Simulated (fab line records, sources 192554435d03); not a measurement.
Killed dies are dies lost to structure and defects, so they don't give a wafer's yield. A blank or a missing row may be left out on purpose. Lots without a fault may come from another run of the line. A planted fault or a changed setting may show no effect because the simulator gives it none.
Split-lot experiment | flow n5_finfet | 7 lots, 21 wafers read, on a route of 1938 steps

THE SPLIT
At N5_BEOL_M11_EXPOSE_08 (exposes mask M11), the setting dose_mj was moved away from the recipe's 53.75 on 8 of the 21 wafers read, by -7.5% to -2.5%. The other wafers ran this setting at the recipe's value.

FROM THE SPLIT TO THE READING: what the file shows between them, 15 steps
- N5_BEOL_M11_PEB_09: peb time 60 s
- N5_BEOL_M11_DEVELOP_10: develop time 30 s
- N5_BEOL_M11_CD_MEAS_11: target cd 64.1 nm
- N5_BEOL_M11_DESCUM_16: chemistry O2, time 7.9 s
- N5_BEOL_M11_ETCH_61: etches SiARC in CF4, target depth 39 nm, time 65 s
- N5_BEOL_M11_ETCH_62: etches SOC in N2/H2, target depth 110 nm, overetch 22 nm, time 165 s
- N5_BEOL_M11_STRIP_68: strips in N2/H2
- N5_BEOL_M11_STRIP_67: strips in CF4
- N5_BEOL_M11_HM_OPEN_17: chemistry Cl2/BCl3, target TiN, target depth 20 nm, overetch 6 nm
- N5_BEOL_M11_STRIP_19: strips in O2
- N5_BEOL_M11_CD_MEAS_18: pitch 140 nm, target cd 70 nm
- N5_BEOL_M11_COAT_63: time 60 s, resist thk 100 nm
- N5_BEOL_M11_COAT_64: time 60 s, resist thk 30 nm
- N5_BEOL_M11_PRECLEAN_42: cleans in residue remover, time 60 s
- N5_BEOL_M11_SRD_43: time 30 s

THE READING
cd_nm, in nm, at N5_BEOL_M11_CD_MEAS_35 (target cd 70 nm). Fault-free wafers of this fab line usually give 70.4 nm, standard deviation 0.59 nm.

wafer  | tool, chamber at the split | dose_mj as run | against the recipe | cd_nm, nm | against lot-mates on the recipe
L077.4 | arfi_scanner-02, 0         | 53.75          | recipe             | 70.5      | -
L077.5 | arfi_scanner-02, 0         | 53.75          | recipe             | 70.9      | -
L077.6 | arfi_scanner-02, 0         | 53.75          | recipe             | 70.8      | -
L078.1 | arfi_scanner-03, 0         | 53.75          | recipe             | 71.2      | -
L078.4 | arfi_scanner-03, 0         | 53.75          | recipe             | 70.5      | -
L078.5 | arfi_scanner-03, 0         | 53.75          | recipe             | 70.5      | -
L080.2 | arfi_scanner-02, 0         | 53.75          | recipe             | 70.5      | -
L080.3 | arfi_scanner-02, 0         | 53.75          | recipe             | 69.3      | -
L080.5 | arfi_scanner-02, 0         | 53.75          | recipe             | 70.4      | -
L084.2 | arfi_scanner-01, 0         | 53.75          | recipe             | 71.9      | -
L084.4 | arfi_scanner-01, 0         | 52.38          | -2.5%              | 68.8      | -3.1
L084.6 | arfi_scanner-01, 0         | 52.38          | -2.5%              | 69.2      | -2.7
L088.1 | arfi_scanner-02, 0         | 51.16          | -4.8%              | 67.6      | -3.6
L088.2 | arfi_scanner-02, 0         | 53.75          | recipe             | 71.2      | -
L088.6 | arfi_scanner-02, 0         | 51.16          | -4.8%              | 68.3      | -2.9
L087.1 | arfi_scanner-01, 0         | 53.75          | recipe             | 70.2      | -
L087.2 | arfi_scanner-01, 0         | 49.72          | -7.5%              | 66.4      | -3.8
L087.3 | arfi_scanner-01, 0         | 49.72          | -7.5%              | 66.0      | -4.2
L094.2 | arfi_scanner-03, 0         | 53.75          | recipe             | 70.2      | -
L094.3 | arfi_scanner-03, 0         | 51.4           | -4.4%              | 67.3      | -2.9
L094.5 | arfi_scanner-03, 0         | 51.4           | -4.4%              | 68.1      | -2.1

THE FIT
A straight line over all 21 wafers: cd_nm changes by +0.596 nm for each +1% of dose_mj; r = +0.95; the points scatter about the line by 0.55 nm.
The same after taking each lot's own level away (the mean of its wafers on the recipe; 21 wafers): +0.584 nm for each +1%; r = +0.94; scatter 0.58 nm.
On that fit, the largest move of dose_mj shifts the reading by 4.4 nm.
The lots' own levels span 70.07 to 71.90 nm, that is 3.1 times the standard deviation above.
So the lot-to-lot level changes the slope little: the two slopes agree.
Check: with one of the wafers moved furthest among these (-7.5%) left out of the fit, the line predicts -4.79 nm for it against its lot-mates. It came out at -3.8 nm against them.

THE WHOLE CHAIN: every reading that the file lists as answering this split, in the file's order
step                   | what it does                                                         | reading                                                                | change (the file's fit)               | r (the file's)
N5_BEOL_M11_CD_MEAS_11 | target cd 64.1 nm                                                    | cd_nm                                                                  | +0.551 nm for each +1% of the setting | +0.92
N5_BEOL_M11_ETCH_61    | etches SiARC in CF4, target depth 39 nm, time 65 s                   | BEOL_M11.cd_offset_nm (the simulator's own value, which no gauge read) | +0.584 nm for each +1% of the setting | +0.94
N5_BEOL_M11_ETCH_62    | etches SOC in N2/H2, target depth 110 nm, overetch 22 nm, time 165 s | BEOL_M11.cd_offset_nm (the simulator's own value, which no gauge read) | +0.6 nm for each +1% of the setting   | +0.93
N5_BEOL_M11_CD_MEAS_18 | pitch 140 nm, target cd 70 nm                                        | cd_nm                                                                  | +0.642 nm for each +1% of the setting | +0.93
N5_BEOL_M11_CD_MEAS_35 | target cd 70 nm                                                      | cd_nm                                                                  | +0.613 nm for each +1% of the setting | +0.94

THE FILE'S OWN FIT
cd_nm changes by +0.613 nm for each +1% of dose_mj, r = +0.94.
